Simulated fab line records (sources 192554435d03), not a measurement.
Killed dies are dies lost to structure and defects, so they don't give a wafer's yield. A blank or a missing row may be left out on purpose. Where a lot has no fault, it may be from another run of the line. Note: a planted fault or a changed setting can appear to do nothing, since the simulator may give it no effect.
Chamber matching | flow n5-finfet | N5_SDB_DESCUM_16 on rie-diel-01: 4 sister chambers
The step chemistry O2, time 7.9 s. 4 wafers are shown with their chamber, then 8 later ones without.

== WAFERS PAIRED WITH THEIR CHAMBERS ==
wafer  | chamber | showerhead-plenum-p-Torr (Torr)
L087.2 | 0       | 2.22
L088.2 | 2       | 2.06
L088.6 | 3       | 2.04
L089.1 | 1       | 2.03

== WAFERS WITH NO CHAMBER GIVEN ==
wafer  | showerhead-plenum-p-Torr (Torr)
L089.3 | 2.22
L089.6 | 2.04
L092.2 | 2.04
L092.3 | 2.06
L092.5 | 2.04
L094.2 | 2.03
L094.4 | 2.05
L094.5 | 2.21

== EACH ONE'S CHAMBER ==
wafer  | from the rows above     | in truth
L089.3 | 0                       | 0
L089.6 | 3                       | 3
L092.2 | 3                       | 3
L092.3 | 2                       | 2
L092.5 | 3                       | 3
L094.2 | 1                       | 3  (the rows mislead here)
L094.4 | can't be placed: 3 or 2 | 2
L094.5 | 0                       | 0
6 of 8 placed correctly. Not placeable from these rows: 1 (in 1, the candidates include the true chamber). Wrongly placed: 1.
How it was worked out, from the rows above alone: a wafer's distance from a chamber is the root of the sum, over the readings, of the square of ((its reading less the chamber's mean) divided by the reading's scatter). The wafer belongs to the nearest chamber; if the next one is less than 2 further off, it can't be placed. Each chamber's mean is taken over the wafers shown for it. The scatter: with one shown wafer a chamber, the root of the mean of the squares of how far each hidden wafer lies from its nearest shown one.
